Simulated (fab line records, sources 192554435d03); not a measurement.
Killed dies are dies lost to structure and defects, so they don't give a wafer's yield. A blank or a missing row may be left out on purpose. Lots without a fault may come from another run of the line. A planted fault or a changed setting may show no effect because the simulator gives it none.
fab line records | flow n5_finfet
record lots=11 wafers=33 last_day=18
route steps=1938 shown ZERO_LAYER@9 PMOS_HMC_CHANNEL_EPI@69 PASSIVATION@1936
lots that met no fault: from a run of the same line without faults
start_h: hours from the record's first day to the start of the lot's first wafer shown | wait_h: hours since the lot's step before | " the same as in the row above | L1.1+2: a row that stands for several wafers | - no value, or no start given | * or withheld: withheld | < > ~ a bound
route shown NAME@n: a module of which the file shows steps, and the number in the route of the first | usual: mean/standard deviation of fault-free wafers | same: alike in all rows | chamber/n: place in a boat | sites: the reading at each site | _std_site: their standard deviation | _edge_site: outer sites' mean less inner sites' | radius_mm: how far each site lies from the wafer's centre | mask NAME#n: copy n | behind: the tool/chamber that last shaped the wafer | hold: why the lot was held/for how many hours/how that ended | device: the transistor (n, p or np) that didn't switch | end of line: the same wafers' tests at the end of the route | a step without rows: its recipe alone | killed: dies lost to structure and defects at the first sort, not the wafer's yield | map: a wafer's dies, x killed, . not, _ none there
set.NAME: the setting as run; set.NAME@STEP: as run at that earlier step | model.NAME: the simulator's own value behind a step, which no gauge read
steps of the route over a sample of lots; a table a step, a row a wafer
services: from which hour (start_h, from the record's first day; less than 0 if before it) a tool's chamber was out of use, for how many hours, and why
## steps
# step N5_ZERO_LAYER_EXPOSE_08
# recipe mask_id=ZERO na=0.55 source_shape=conventional sigma_outer=0.8 polarization=unpolarized defocus_nm=0 target_cd_nm=2000 dose_mj=16.2
# usual exposure_dose_mJ_cm2=16.191/0.016
# columns lot.wafer tool chamber start_h wait_h mask exposure_dose_mJ_cm2
L805.1 krf_scanner-02 0 18.46 - ZERO#0 16.188
L805.4 " 0 " " ZERO#0 16.189
L805.6 " 0 " " ZERO#0 16.200
L808.1 krf_scanner-01 0 36.46 - ZERO#0 16.196
L808.3 " 0 " " ZERO#0 16.212
L808.4 " 0 " " ZERO#0 16.197
L809.1 krf_scanner-02 0 42.61 - ZERO#0 16.165
L809.3 " 0 " " ZERO#0 16.174
L809.4 " 0 " " ZERO#0 16.175
L812.4 krf_scanner-02 0 60.48 - ZERO#0 16.189
L812.5 " 0 " " ZERO#0 16.169
L812.6 " 0 " " ZERO#0 16.180
L814.3 krf_scanner-02 0 72.60 - ZERO#0 16.163
L814.4 " 0 " " ZERO#0 16.193
L814.5 " 0 " " ZERO#0 16.170
L815.2 krf_scanner-01 0 78.60 - ZERO#0 16.186
L815.3 " 0 " " ZERO#0 16.189
L815.5 " 0 " " ZERO#0 16.186
L823.2 krf_scanner-02 0 126.66 - ZERO#0 16.505
L823.3 " 0 " " ZERO#0 16.468
L823.5 " 0 " " ZERO#0 16.466
L824.1 krf_scanner-02 0 132.46 - ZERO#0 16.427
L824.5 " 0 " " ZERO#0 16.435
L824.6 " 0 " " ZERO#0 16.433
L825.1 krf_scanner-01 0 138.59 - ZERO#0 16.196
L825.4 " 0 " " ZERO#0 16.214
L825.5 " 0 " " ZERO#0 16.193
L826.1 krf_scanner-01 0 144.46 - ZERO#0 16.203
L826.2 " 0 " " ZERO#0 16.209
L826.5 " 0 " " ZERO#0 16.187
L827.2 krf_scanner-01 0 150.47 - ZERO#0 16.219
L827.3 " 0 " " ZERO#0 16.215
L827.5 " 0 " " ZERO#0 16.213
# step N5_ZERO_LAYER_DESCUM_16
# recipe chemistry=O2 time_s=7.9 source_power_w=50 bias_power_w=20 pressure_mtorr=20 rf_frequency_hz=2.712e+07 temp_c=40 o2_flow_sccm=225
# usual drypump_motor_current_A=5.7/0.36 oes_product_au=0.78/0.074 rf_vpp_V=243.1/1.2 showerhead_plenum_p_Torr=2.08/0.076 throttle_valve_pct=20.38/0.22
# columns lot.wafer tool chamber start_h wait_h drypump_motor_current_A oes_product_au rf_hours_counter_h rf_vpp_V showerhead_plenum_p_Torr throttle_valve_pct
L805.1 rie_diel-02 2 18.68 0.0 5.8 0.81 91 243.6 2.11 20.55
L805.4 " 0 " " 5.7 0.69 205 244.1 2.16 20.51
L805.6 " 3 " " 4.9 0.76 - 242.2 2.02 20.83
L808.1 rie_diel-03 0 36.68 0.0 5.9 0.94 11 242.8 2.04 20.04
L808.3 " 2 " " 6.0 0.80 125 242.7 2.01 20.39
L808.4 " 1 " " 5.7 0.82 99 243.3 2.10 20.09
L809.1 rie_diel-02 0 42.83 0.0 5.7 0.68 211 243.6 2.16 20.54
L809.3 " 1 " " 6.4 0.69 205 243.3 2.05 20.22
L809.4 " 3 " " 4.9 0.75 166 241.8 2.02 20.86
L812.4 rie_diel-04 0 60.70 0.1 5.5 0.72 - 242.7 1.98 20.46
L812.5 " 2 " " 5.8 0.78 - 243.8 2.08 20.21
L812.6 " 3 " " 6.3 0.93 - 246.0 2.25 20.54
L814.3 rie_diel-03 3 73.32 0.5 5.5 0.73 152 244.4 2.18 20.38
L814.4 " 0 " " 5.9 0.92 21 240.8 2.03 20.06
L814.5 " 0 " " 5.9 0.92 - 242.0 2.03 20.06
L815.2 rie_diel-03 3 78.81 0.0 5.5 0.73 153 245.5 2.18 20.38
L815.3 " 0 " " 5.9 0.92 23 242.4 2.03 20.05
L815.5 " 3 " " 5.5 0.74 - 245.5 2.18 20.40
L823.2 rie_diel-03 3 127.04 0.2 5.5 0.72 168 244.3 2.18 20.40
L823.3 " 1 " " 5.7 0.79 125 243.8 2.09 20.14
L823.5 " 2 " " 6.0 0.77 - 241.4 2.00 20.44
L824.1 rie_diel-03 0 132.68 0.0 5.9 0.88 38 242.3 2.03 20.08
L824.5 " 0 " " 6.0 0.87 - 243.7 2.03 20.07
L824.6 " 3 " " 5.5 0.71 - 244.3 2.18 20.40
L825.1 rie_diel-03 3 138.81 0.0 5.5 0.71 172 244.9 2.17 20.41
L825.4 " 1 " " 5.7 0.79 129 242.0 2.09 20.15
L825.5 " 2 " " 6.0 0.77 - 243.1 2.00 20.45
L826.1 rie_diel-02 2 144.68 0.0 5.8 0.77 128 243.9 2.10 20.62
L826.2 " 0 " " 5.7 0.66 242 243.8 2.15 20.59
L826.5 " 1 " " 6.3 0.68 - 243.0 2.04 20.26
L827.2 rie_diel-02 2 150.68 0.0 5.9 0.79 130 242.8 2.10 20.62
L827.3 " 3 " " 4.9 0.73 193 241.6 2.01 20.89
L827.5 " 3 " " 4.9 0.74 - 240.5 2.01 20.89
# step N5_PMOS_HMC_CHANNEL_EPI_ETCH_32
# recipe chemistry=N2/H2 target=BARC stop_on=SiO2 target_depth_a=858 over_etch_frac=0.3 time_s=50.3 ion_energy_ev=200 mask_material=CAR-ArF-block pressure_mtorr=30 source_w=840 bias_w=150 n2_flow_sccm=200 h2_flow_sccm=200
# usual drypump_motor_current_A=5.7/0.37 oes_product_au=0.66/0.054 rf_vpp_V=523.7/2.4 showerhead_plenum_p_Torr=2.54/0.083 throttle_valve_pct=17.90/0.21
# columns lot.wafer tool chamber start_h wait_h drypump_motor_current_A oes_product_au rf_hours_counter_h rf_vpp_V showerhead_plenum_p_Torr throttle_valve_pct
L805.1 rie_diel-02 0 29.59 0.0 5.7 0.59 207 526.8 2.64 18.13
L805.4 " 1 " " 6.3 0.61 202 524.2 2.51 17.79
L805.6 " 2 " " 5.8 0.69 - 523.4 2.57 18.11
L808.1 rie_diel-02 2 42.34 0.0 5.9 0.69 97 523.9 2.57 18.10
L808.3 " 0 " " 5.7 0.60 211 526.0 2.64 18.15
L808.4 " 3 " " 4.9 0.65 166 519.6 2.43 18.10
L809.1 rie_diel-04 0 47.80 0.0 5.5 0.63 178 520.1 2.43 18.14
L809.3 " 1 " " 5.2 0.60 196 526.0 2.64 18.06
L809.4 " 0 " " 5.5 0.63 - 518.6 2.43 18.12
L812.4 rie_diel-04 2 65.48 0.0 5.8 0.66 127 523.7 2.54 17.70
L812.5 " 1 " " 5.2 0.60 - 524.8 2.64 18.09
L812.6 " 0 " " 5.5 0.63 - 521.3 2.43 18.11
L814.3 rie_diel-03 0 78.26 0.0 5.9 0.77 22 521.6 2.48 17.60
L814.4 " 2 " " 6.0 0.68 137 518.1 2.46 17.97
L814.5 " 3 " " 5.5 0.63 - 526.7 2.66 17.83
L815.2 rie_diel-02 0 83.47 0.0 5.7 0.59 224 525.5 2.64 18.17
L815.3 " 1 " " 6.3 0.60 218 523.0 2.51 17.82
L815.5 " 0 " " 5.7 0.59 - 526.6 2.64 18.17
L823.2 rie_diel-03 0 132.28 0.0 5.9 0.75 38 522.8 2.47 17.64
L823.3 " 2 " " 6.0 0.66 153 521.8 2.45 17.99
L823.5 " 0 " " 5.9 0.74 - 522.8 2.48 17.62
L824.1 rie_diel-02 3 137.46 0.0 4.9 0.64 189 521.9 2.42 18.16
L824.5 " 3 " " 4.9 0.64 - 521.2 2.42 18.15
L824.6 " 0 " " 5.7 0.58 - 525.2 2.63 18.20
L825.1 rie_diel-03 3 143.42 0.0 5.5 0.61 174 526.1 2.65 17.86
L825.4 " 2 " " 6.0 0.66 157 520.8 2.45 18.01
L825.5 " 1 " " 5.7 0.67 - 523.4 2.55 17.64
L826.1 rie_diel-02 2 149.40 0.0 5.8 0.67 129 525.5 2.55 18.14
L826.2 " 3 " " 4.8 0.63 193 521.1 2.42 18.13
L826.5 " 3 " " 4.9 0.63 - 520.6 2.42 18.15
L827.2 rie_diel-03 3 156.30 0.0 5.5 0.61 177 525.9 2.65 17.87
L827.3 " 1 " " 5.7 0.67 135 524.1 2.55 17.63
L827.5 " 0 " " 6.0 0.73 - 521.9 2.47 17.64
# step N5_PMOS_HMC_CHANNEL_EPI_HM_OPEN_15
# recipe chemistry=CHF3/O2 target=SiO2 mask_material=CAR-ArF-block target_depth_a=406 CHF3_flow_sccm=50 O2_flow_sccm=5 Ar_flow_sccm=200 time_s=20.3 pressure_mtorr=30 source_w=650 bias_w=170 ion_energy_ev=200
# usual drypump_motor_current_A=5.7/0.37 oes_product_au=0.77/0.066 rf_vpp_V=527/9.5 showerhead_plenum_p_Torr=2.41/0.075 throttle_valve_pct=18.92/0.16
# columns lot.wafer tool chamber start_h wait_h drypump_motor_current_A oes_product_au rf_hours_counter_h rf_vpp_V showerhead_plenum_p_Torr throttle_valve_pct
L805.1 rie_diel-02 0 29.63 0.0 5.7 0.69 207 528 2.48 18.96
L805.4 " 1 " " 6.4 0.70 202 518 2.41 18.99
L805.6 " 2 " " 5.9 0.81 - 528 2.44 19.09
L808.1 rie_diel-02 2 42.38 0.0 5.8 0.82 97 526 2.44 19.10
L808.3 " 0 " " 5.7 0.70 211 525 2.48 18.95
L808.4 " 3 " " 4.9 0.77 166 524 2.30 19.15
L809.1 rie_diel-04 0 47.84 0.0 5.5 0.73 178 517 2.32 19.11
L809.3 " 1 " " 5.2 0.70 196 531 2.50 19.02
L809.4 " 0 " " 5.5 0.74 - 518 2.32 19.12
L812.4 rie_diel-04 2 65.52 0.0 5.8 0.76 127 513 2.42 18.87
L812.5 " 1 " " 5.2 0.70 - 531 2.50 19.05
L812.6 " 0 " " 5.5 0.72 - 518 2.31 19.09
L814.3 rie_diel-03 0 78.31 0.0 5.9 0.90 22 545 2.36 18.64
L814.4 " 2 " " 6.0 0.78 137 524 2.32 18.90
L814.5 " 3 " " 5.5 0.73 - 515 2.51 18.85
L815.2 rie_diel-02 0 83.51 0.0 5.7 0.69 224 529 2.47 18.98
L815.3 " 1 " " 6.4 0.68 218 517 2.40 19.01
L815.5 " 0 " " 5.6 0.69 - 527 2.47 18.98
L823.2 rie_diel-03 0 132.33 0.0 5.9 0.87 38 544 2.36 18.66
L823.3 " 2 " " 6.0 0.77 153 524 2.31 18.93
L823.5 " 0 " " 5.9 0.87 - 543 2.36 18.66
L824.1 rie_diel-02 3 137.50 0.0 4.9 0.75 189 524 2.29 19.16
L824.5 " 3 " " 4.9 0.76 - 524 2.29 19.19
L824.6 " 0 " " 5.7 0.67 - 526 2.46 18.99
L825.1 rie_diel-03 3 143.46 0.0 5.5 0.71 174 515 2.50 18.89
L825.4 " 2 " " 6.0 0.77 157 525 2.31 18.93
L825.5 " 1 " " 5.7 0.79 - 537 2.43 18.76
L826.1 rie_diel-02 2 149.44 0.0 5.9 0.79 129 526 2.43 19.16
L826.2 " 3 " " 4.9 0.75 193 524 2.29 19.18
L826.5 " 3 " " 4.9 0.74 - 525 2.29 19.19
L827.2 rie_diel-03 3 156.34 0.0 5.5 0.71 178 514 2.50 18.88
L827.3 " 1 " " 5.7 0.79 135 539 2.43 18.76
L827.5 " 0 " " 5.9 0.86 - 543 2.35 18.68
# step N5_PASSIVATION_PROBE_49
# usual defect_limited_yield=91.2/1.4 killed_at_M0_to_M3=35/11 killed_at_M4_up=14/5.6 killed_at_contacts=12/5.6 killed_at_front_end=38/11 killed_at_other=4/3.4 killed_dies=103/17 killed_on_rim=13/3.5 killed_open=68/12 killed_short=33/8.8 sort_bin_4_leakage=0.00/0.007 sort_bin_5_function=5.1/0.89 sort_bin_6_memory=3.3/0.71 sort_n_pass=1077/17 sort_yield_pct=91.2/1.4
# same gross_dies=1180 killed_at_back_side=0 sort_bin_8_speed[%]=0
# columns lot.wafer tool chamber start_h wait_h defect_limited_yield[%] killed_at_M0_to_M3 killed_at_M4_up killed_at_contacts killed_at_front_end killed_at_other killed_dies killed_on_rim killed_open killed_short sort_bin_4_leakage[%] sort_bin_5_function[%] sort_bin_6_memory[%] sort_n_pass sort_yield_pct[%]
L805.1 prober-02 - 293.29 0.0 90.8 45 13 16 34 1 109 15 76 32 0 5.9 2.7 1071 90.8
L805.4 prober-02 - 293.44 0.2 90.2 28 26 13 48 1 116 9 76 39 0 6.4 3.2 1064 90.2
L805.6 prober-02 - 293.54 0.3 89.3 50 18 13 45 0 126 16 89 34 0.08 6.8 3.5 1053 89.2
L808.1 prober-02 - 306.60 0.0 89.5 59 13 4 48 0 124 12 80 37 0 6.4 3.3 1056 89.5
L808.3 prober-02 - 306.70 0.1 89.9 47 12 8 49 3 119 16 78 36 0 5.8 3.6 1061 89.9
L808.4 prober-02 - 306.75 0.2 91.4 31 15 14 38 3 101 18 65 34 0 4.7 3.6 1079 91.4
L809.1 prober-01 - 325.75 0.0 91.1 33 18 16 35 3 105 10 71 34 0 5.0 3.5 1075 91.1
L809.3 prober-01 - 325.85 0.1 91.3 36 12 14 39 2 103 10 66 36 0 5.5 3.1 1077 91.3
L809.4 prober-01 - 325.90 0.2 91.9 32 15 17 29 3 96 12 68 28 0 4.4 3.3 1084 91.9
L812.4 prober-02 - 330.16 0.2 91.6 30 10 19 36 4 99 17 70 27 0 5.1 3.1 1081 91.6
L812.5 prober-02 - 330.21 0.2 93.1 38 12 8 18 5 81 10 44 35 0 4.2 2.1 1099 93.1
L812.6 prober-02 - 330.26 0.3 91.4 34 16 6 36 10 102 10 68 33 0 5.9 2.7 1078 91.4
L815.2 prober-01 - 335.22 0.1 91.4 48 10 7 30 6 101 16 65 35 0 4.2 4.1 1079 91.4
L815.3 prober-01 - 335.27 0.1 90.5 39 11 22 35 5 112 12 67 44 0 5.3 3.7 1068 90.5
L815.5 prober-01 - 335.37 0.2 91.7 31 15 9 40 3 98 10 68 29 0 4.8 3.1 1082 91.7
L814.3 prober-01 - 352.71 0.1 93.4 25 17 4 29 3 78 11 59 18 0 4.3 2.1 1102 93.4
L814.4 prober-01 - 352.76 0.2 93.1 30 9 10 32 1 82 14 57 25 0 3.8 3.1 1098 93.1
L814.5 prober-01 - 352.81 0.2 94.9 29 8 3 20 0 60 8 42 15 0 2.8 2.2 1120 94.9
L823.3 prober-01 - 395.82 0.1 91.2 28 15 13 48 0 104 19 69 33 0 5.3 3.1 1076 91.2
L823.5 prober-01 - 395.92 0.2 94.3 12 8 17 28 2 67 8 46 21 0 3.6 1.9 1113 94.3
L824.6 prober-02 - 396.80 0.3 92.5 30 12 12 31 4 89 10 69 18 0 4.5 2.9 1091 92.5
L825.1 prober-02 - 425.30 0.0 93.1 41 17 4 19 1 82 7 60 18 0 4.2 2.6 1098 93.1
L825.4 prober-02 - 425.45 0.2 91.9 41 12 11 27 4 95 12 59 31 0 4.7 3.2 1085 91.9
L825.5 prober-02 - 425.50 0.2 93.0 22 10 4 42 5 83 16 50 31 0 4.0 2.6 1097 93.0
L827.2 prober-01 - 437.40 0.1 92.0 25 14 4 45 6 94 17 61 32 0 4.9 2.8 1086 92.0
L827.3 prober-01 - 437.45 0.1 91.9 39 21 4 28 4 96 17 71 22 0 4.7 3.2 1084 91.9
L827.5 prober-01 - 437.55 0.2 89.7 44 16 13 45 4 122 14 81 39 0 5.8 4.0 1058 89.7
L826.1 prober-02 - 438.55 0.0 91.4 36 10 5 48 3 102 14 64 38 0 4.7 3.6 1078 91.4
L826.2 prober-02 - 438.60 0.1 93.9 19 16 7 29 1 72 12 46 26 0 4.2 1.4 1108 93.9
L826.5 prober-02 - 438.75 0.2 90.7 23 23 13 48 3 110 13 79 30 0 6.3 2.8 1070 90.7
# killed by level:class
L805.1 BEOL_M0_SAQP:geometric_particle:open=18 MOL_CONTACT_COAG:geometric_particle:open=14 BEOL_M0_SAQP:geometric_particle:short=13 FIN_SAQP:geometric_particle:open=12 BEOL_M4:geometric_particle:open=7 FIN_SAQP:geometric_particle:short=5 BEOL_M2:geometric_particle:open=5 STI_FIN_REVEAL:geometric_particle:open=4
L805.4 FIN_SAQP:geometric_particle:open=20 BEOL_M4:geometric_particle:open=15 BEOL_M0_SAQP:geometric_particle:short=14 MOL_CONTACT_COAG:geometric_particle:open=12 FIN_SAQP:geometric_particle:short=9 STI_FIN_REVEAL:geometric_particle:open=7 BEOL_M2:geometric_particle:open=5 DUMMY_GATE:geometric_particle:open=3
L805.6 STI_FIN_REVEAL:geometric_particle:open=14 BEOL_M0_SAQP:geometric_particle:open=14 BEOL_M0_SAQP:geometric_particle:short=11 FIN_SAQP:geometric_particle:open=10 MOL_CONTACT_COAG:geometric_particle:open=10 BEOL_M4:geometric_particle:open=10 BEOL_M3:geometric_particle:open=8 BEOL_M2:geometric_particle:open=6
L808.1 BEOL_M1:geometric_particle:open=13 BEOL_M2:geometric_particle:open=10 BEOL_M3:geometric_particle:open=10 BEOL_M0_SAQP:geometric_particle:short=9 FIN_SAQP:geometric_particle:open=8 BEOL_M0_SAQP:geometric_particle:open=8 FIN_SAQP:geometric_particle:short=7 DUMMY_GATE:geometric_particle:open=7
L808.3 BEOL_M2:geometric_particle:open=15 FIN_SAQP:geometric_particle:open=12 BEOL_M0_SAQP:geometric_particle:short=10 FIN_SAQP:geometric_particle:short=7 BEOL_M0_SAQP:geometric_particle:open=7 MOL_CONTACT_COAG:geometric_particle:open=6 STI_FIN_REVEAL:geometric_particle:open=5 BEOL_M3:geometric_particle:open=5
L808.4 MOL_CONTACT_COAG:geometric_particle:open=12 BEOL_M0_SAQP:geometric_particle:open=8 BEOL_M0_SAQP:geometric_particle:short=7 BEOL_M2:geometric_particle:open=7 FIN_SAQP:geometric_particle:short=6 STI_FIN_REVEAL:geometric_particle:open=6 DUMMY_GATE:geometric_particle:open=6 BEOL_M4:geometric_particle:open=6
L809.1 MOL_CONTACT_COAG:geometric_particle:open=13 BEOL_M0_SAQP:geometric_particle:short=11 BEOL_M0_SAQP:geometric_particle:open=10 BEOL_M4:geometric_particle:open=7 FIN_SAQP:geometric_particle:open=5 STI_FIN_REVEAL:geometric_particle:open=5 BEOL_M3:geometric_particle:open=5 STARTING-WAFER:geometric_particle:short=5
L809.3 MOL_CONTACT_COAG:geometric_particle:open=14 FIN_SAQP:geometric_particle:open=8 FIN_SAQP:geometric_particle:short=8 BEOL_M0_SAQP:geometric_particle:short=8 BEOL_M0_SAQP:geometric_particle:open=7 BEOL_M2:geometric_particle:open=7 DUMMY_GATE:geometric_particle:open=6 STI_FIN_REVEAL:geometric_particle:open=4
L809.4 MOL_CONTACT_COAG:geometric_particle:open=17 FIN_SAQP:geometric_particle:open=10 BEOL_M4:geometric_particle:open=10 BEOL_M0_SAQP:geometric_particle:short=7 BEOL_M2:geometric_particle:open=6 DUMMY_GATE:geometric_particle:open=5 BEOL_M3:geometric_particle:short=5 BEOL_M0_SAQP:geometric_particle:open=4
L812.4 MOL_CONTACT_COAG:geometric_particle:open=17 BEOL_M3:geometric_particle:open=12 DUMMY_GATE:geometric_particle:open=7 FIN_SAQP:geometric_particle:short=6 BEOL_M2:geometric_particle:open=5 FIN_SAQP:geometric_particle:open=4 GATE_CUT:geometric_particle:short=4 BEOL_M1:geometric_particle:open=4
L812.5 BEOL_M0_SAQP:geometric_particle:short=10 BEOL_M0_SAQP:geometric_particle:open=9 BEOL_M4:geometric_particle:open=6 BEOL_M1:geometric_particle:open=5 FIN_SAQP:geometric_particle:short=4 BEOL_M4:geometric_particle:short=4 MOL_CONTACT_COAG:geometric_particle:open=4 MOL_CONTACT_COAG:geometric_particle:short=4
L812.6 FIN_SAQP:geometric_particle:short=12 FIN_SAQP:geometric_particle:open=11 BEOL_M0_SAQP:geometric_particle:open=11 BEOL_M3:geometric_particle:open=10 BEOL_M4:geometric_particle:open=9 MOL_CONTACT_COAG:geometric_particle:open=6 GATE_CUT:geometric_particle:short=4 BEOL_M0_SAQP:geometric_particle:short=4
L815.2 BEOL_M0_SAQP:geometric_particle:short=10 BEOL_M3:geometric_particle:open=10 BEOL_M0_SAQP:geometric_particle:open=9 BEOL_M2:geometric_particle:open=8 MOL_CONTACT_COAG:geometric_particle:open=7 FIN_SAQP:geometric_particle:open=6 STI_FIN_REVEAL:geometric_particle:open=6 BEOL_M2:geometric_particle:short=6
L815.3 MOL_CONTACT_COAG:geometric_particle:open=19 BEOL_M3:geometric_particle:open=12 BEOL_M0_SAQP:geometric_particle:short=10 BEOL_M2:geometric_particle:open=9 BEOL_M4:geometric_particle:short=8 FIN_SAQP:geometric_particle:open=7 FIN_SAQP:geometric_particle:short=6 GATE_CUT:geometric_particle:short=5
L815.5 STI_FIN_REVEAL:geometric_particle:open=13 BEOL_M0_SAQP:geometric_particle:open=8 MOL_CONTACT_COAG:geometric_particle:open=7 BEOL_M5:geometric_particle:open=7 FIN_SAQP:geometric_particle:short=5 BEOL_M2:geometric_particle:open=5 BEOL_M3:geometric_particle:open=5 FIN_SAQP:geometric_particle:open=4
L814.3 FIN_SAQP:geometric_particle:open=7 STI_FIN_REVEAL:geometric_particle:open=6 BEOL_M3:geometric_particle:open=6 BEOL_M0_SAQP:geometric_particle:open=5 MOL_CONTACT_COAG:geometric_particle:open=4 BEOL_M6:geometric_particle:short=4 BEOL_M0_SAQP:geometric_particle:short=4 BEOL_M2:geometric_particle:open=4
L814.4 FIN_SAQP:geometric_particle:open=14 BEOL_M2:geometric_particle:open=13 FIN_SAQP:geometric_particle:short=7 MOL_CONTACT_COAG:geometric_particle:open=7 BEOL_M3:geometric_particle:open=6 BEOL_M0_SAQP:geometric_particle:open=4 MOL_CONTACT_COAG:geometric_particle:short=3 BEOL_M4:geometric_particle:open=3
L814.5 BEOL_M2:geometric_particle:open=8 FIN_SAQP:geometric_particle:open=6 BEOL_M0:geometric_particle:open=6 FIN_SAQP:geometric_particle:short=5 BEOL_M3:geometric_particle:open=4 BEOL_M5:geometric_particle:open=3 ILD0:geometric_particle:short=2 GATE_CUT:geometric_particle:short=2
L823.3 STI_FIN_REVEAL:geometric_particle:open=13 MOL_CONTACT_COAG:geometric_particle:open=10 FIN_SAQP:geometric_particle:open=8 BEOL_M4:geometric_particle:open=7 BEOL_M1:geometric_particle:open=6 BEOL_M0_SAQP:geometric_particle:open=5 GATE_CUT:geometric_particle:open=5 DUMMY_GATE:geometric_particle:open=4
L823.5 MOL_CONTACT_COAG:geometric_particle:open=14 STI_FIN_REVEAL:geometric_particle:open=7 FIN_SAQP:geometric_particle:open=6 FIN_SAQP:geometric_particle:short=4 MOL_CONTACT_COAG:geometric_particle:short=3 BEOL_M1:geometric_particle:short=3 BEOL_M5:geometric_particle:open=3 STI_FIN_REVEAL:geometric_particle:short=2
L824.6 BEOL_M2:geometric_particle:open=13 MOL_CONTACT_COAG:geometric_particle:open=11 STI_FIN_REVEAL:geometric_particle:open=7 STARTING-WAFER:geometric_particle:open=6 BEOL_M4:geometric_particle:open=5 GATE_CUT:geometric_particle:short=4 BEOL_M0_SAQP:geometric_particle:short=4 BEOL_M3:geometric_particle:open=4
L825.1 BEOL_M2:geometric_particle:open=14 BEOL_M1:geometric_particle:open=8 BEOL_M4:geometric_particle:open=8 BEOL_M0_SAQP:geometric_particle:open=6 MOL_CONTACT_COAG:geometric_particle:open=4 BEOL_M0_SAQP:geometric_particle:short=4 BEOL_M2:geometric_particle:short=4 STARTING-WAFER:geometric_particle:open=4
L825.4 BEOL_M2:geometric_particle:open=16 MOL_CONTACT_COAG:geometric_particle:open=9 BEOL_M4:geometric_particle:open=8 ILD0:geometric_particle:short=6 BEOL_M2:geometric_particle:short=6 BEOL_M3:geometric_particle:open=6 FIN_SAQP:geometric_particle:open=5 BEOL_M0_SAQP:geometric_particle:open=5
L825.5 FIN_SAQP:geometric_particle:short=10 STI_FIN_REVEAL:geometric_particle:open=8 BEOL_M2:geometric_particle:open=7 FIN_SAQP:geometric_particle:open=5 BEOL_M3:geometric_particle:open=5 BEOL_M5:geometric_particle:open=4 STARTING-WAFER:geometric_particle:short=4 ILD0:geometric_particle:open=3
L827.2 FIN_SAQP:geometric_particle:open=13 FIN_SAQP:geometric_particle:short=11 BEOL_M3:geometric_particle:open=9 BEOL_M0_SAQP:geometric_particle:short=6 GATE_CUT:geometric_particle:short=5 BEOL_M4:geometric_particle:open=5 BEOL_M0_SAQP:geometric_particle:open=4 DUMMY_GATE:geometric_particle:open=3
L827.3 BEOL_M3:geometric_particle:open=10 BEOL_M0_SAQP:geometric_particle:open=9 BEOL_M5:geometric_particle:open=8 BEOL_M0_SAQP:geometric_particle:short=7 FIN_SAQP:geometric_particle:short=6 BEOL_M2:geometric_particle:open=6 STI_FIN_REVEAL:geometric_particle:open=5 DUMMY_GATE:geometric_particle:open=5
L827.5 MOL_CONTACT_COAG:geometric_particle:open=12 FIN_SAQP:geometric_particle:short=11 BEOL_M0_SAQP:geometric_particle:open=11 FIN_SAQP:geometric_particle:open=10 BEOL_M2:geometric_particle:open=10 BEOL_M3:geometric_particle:open=8 STI_FIN_REVEAL:geometric_particle:open=6 BEOL_M0_SAQP:geometric_particle:short=5
L826.1 BEOL_M0_SAQP:geometric_particle:short=13 DUMMY_GATE:geometric_particle:open=11 FIN_SAQP:geometric_particle:open=7 STI_FIN_REVEAL:geometric_particle:open=7 BEOL_M4:geometric_particle:open=7 BEOL_M0_SAQP:geometric_particle:open=6 MOL_CONTACT_COAG:geometric_particle:open=5 BEOL_M1:geometric_particle:short=5
L826.2 BEOL_M4:geometric_particle:open=6 BEOL_M5:geometric_particle:open=6 FIN_SAQP:geometric_particle:short=5 BEOL_M1:geometric_particle:open=5 DUMMY_GATE:geometric_particle:open=4 MOL_CONTACT_COAG:geometric_particle:short=4 BEOL_M0:geometric_particle:open=4 STI_FIN_REVEAL:geometric_particle:open=3
L826.5 STI_FIN_REVEAL:geometric_particle:open=18 MOL_CONTACT_COAG:geometric_particle:open=13 FIN_SAQP:geometric_particle:short=8 BEOL_M0_SAQP:geometric_particle:open=7 BEOL_M4:geometric_particle:open=7 BEOL_M2:geometric_particle:open=6 BEOL_M5:geometric_particle:open=6 STI_FIN_REVEAL:geometric_particle:short=4
## services
# columns tool chamber start_h hours kind
rie_diel-04 3 8.39 26.6 repair
krf_scanner-02 - 9.92 1.3 pm
krf_scanner-01 - 33.10 0.2 repair
rie_diel-03 0 42.38 4.6 repair
rie_diel-04 2 43.58 6.8 repair
rie_diel-04 1 57.30 7.8 repair
rie_diel-02 3 67.77 16.2 repair
krf_scanner-01 - 71.58 1.0 pm
krf_scanner-02 - 83.06 1.0 pm
krf_scanner-02 - 84.46 4.4 pm
krf_scanner-01 - 88.84 1.3 pm
krf_scanner-02 - 110.35 0.8 pm
krf_scanner-02 - 114.80 3.0 pm
rie_diel-04 3 116.29 12.9 repair
krf_scanner-01 - 117.39 0.2 repair
krf_scanner-02 0 119.92 - calibration
krf_scanner-01 - 131.19 0.2 repair
krf_scanner-01 0 139.11 - calibration
krf_scanner-01 - 149.13 0.8 pm
krf_scanner-02 - 152.12 3.6 pm
## key
first_sign step=N5_ZERO_LAYER_EXPOSE_08 reading=exposure_dose_mJ_cm2 direction=up sigmas=16 usual=16.191 struck=16.456
effect none on later readings
met_at N5_ZERO_LAYER_EXPOSE_08
struck_lots L823,L824
rows_end L823.2,L824.1,L824.5
loop_trim step=N5_ZERO_LAYER_EXPOSE_08 setting=dose lots=L824
not_acting_at N5_ZERO_LAYER_DESCUM_16,N5_PMOS_HMC_CHANNEL_EPI_ETCH_32,N5_PMOS_HMC_CHANNEL_EPI_HM_OPEN_15
onset_between 72.60 126.66
fault kind=process_parameter_drift tool=krf_scanner-02 chamber=- onset_h=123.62 steps=N5_ZERO_LAYER_EXPOSE_08 channel=dose_mj offset=0.29031 shape=step acts_in=these_recipes_only stated=16.2
# rows_end: these wafers met a further fault down the route, and their rows from its step on are left out
# loop_trim: a control loop set the setting to another value than it would have without faults
